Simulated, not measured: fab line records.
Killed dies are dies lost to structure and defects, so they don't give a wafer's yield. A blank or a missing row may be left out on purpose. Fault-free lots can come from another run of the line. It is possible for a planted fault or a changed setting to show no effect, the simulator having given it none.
2 desks, one fault ; flow nand harc ; each desk has only its own numbers; what lay behind them comes last

## FROM THE METROLOGY DESK
What the gauges read for every lot (on any tool): the sampled wafers with a number, averaged. The brackets show how far a lot's mean lies from the usual mean; more than 4 standard deviations puts the lot out of limits, marked OUT.
Columns: A = thk nm at NHARC_A_SOURCE_PLATE_THK_MEAS_06, usual 201.1 nm; B = thk nm at NHARC_A_ONON_D1_THK_MEAS_14, usual 998 nm; C = thk nm at NHARC_A_ONON_D1_THK_MEAS_30, usual 1002 nm; D = cd nm at NHARC_A_CHANNEL_HOLE_D1_CD_MEAS_10, usual 100.0 nm
lot;first seen here;A;B;C;D
L535;day 8 01:18;203.0;996;999;100.3
L536;day 8 01:18;205.0;988;992;100.4
L538;day 8 01:19;201.3;1015;982;99.5
L539;day 8 01:20;202.7;993;996;100.1
L537;day 8 11:58;198.3;984;1011;100.2
L540;day 8 17:10;204.8;1012;1020;99.8
L546;day 10 10:39;200.3;1000;602 (-40) OUT;-
L548;day 10 20:47;199.2;980;598 (-40) OUT;-
L550;day 11 13:11;201.6;985;1003;99.8
L552;day 11 13:12;198.8;997;992;100.2
L555;day 12 05:53;202.5;1006;1013;100.2
L554;day 12 05:54;201.1;1005;1017;100.4
L556;day 12 15:34;203.9;999;1000;99.8
L558;day 13 13:25;197.7;999;1004;100.0
This desk's finding: out of limits on L546, L548; first on L546, day 11 00:11 (thk nm at NHARC_A_ONON_D1_THK_MEAS_30). L535, L536, L538, L539, L537, L540, L550, L552, L555, L554, L556, L558 stayed within limits.

## FOR THE TOOL OWNER'S DESK: pecvd onon-02
The tool's own readings at NHARC_A_ONON_D1_DEP_28 (target thk 1000 nm): means of the sampled wafers that have a number, for each lot that ran on this tool. The brackets show how far a lot's mean lies from the usual mean; more than 4 standard deviations puts the lot out of limits, marked OUT.
Columns: A = sih4 flow sccm at NHARC_A_ONON_D1_DEP_28, usual 210.1 sccm
lot;first seen here;A
L539;day 8 15:58;210.0
L540;day 9 03:25;209.7
L546;day 10 23:40;209.9
L548;day 11 09:38;210.5
This desk's verdict: no lot among the 4 shows anything out of limits.

## TAKEN TOGETHER
Metrology desk: alarm possible at day 11 00:11 on L546, L548.
The tool owner's desk saw nothing out of limits.
On record at the tool owner's desk: L546, L548, within its limits.
Every lot named ran NHARC_A_ONON_D1_DEP_28 on pecvd onon-02.

## WHAT THE SIMULATOR HAD INSERTED
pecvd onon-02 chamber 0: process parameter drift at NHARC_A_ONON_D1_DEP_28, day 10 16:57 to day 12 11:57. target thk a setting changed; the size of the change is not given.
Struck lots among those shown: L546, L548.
Hours from the fault's start to each desk's first reading out of limits: the metrology desk, 7.
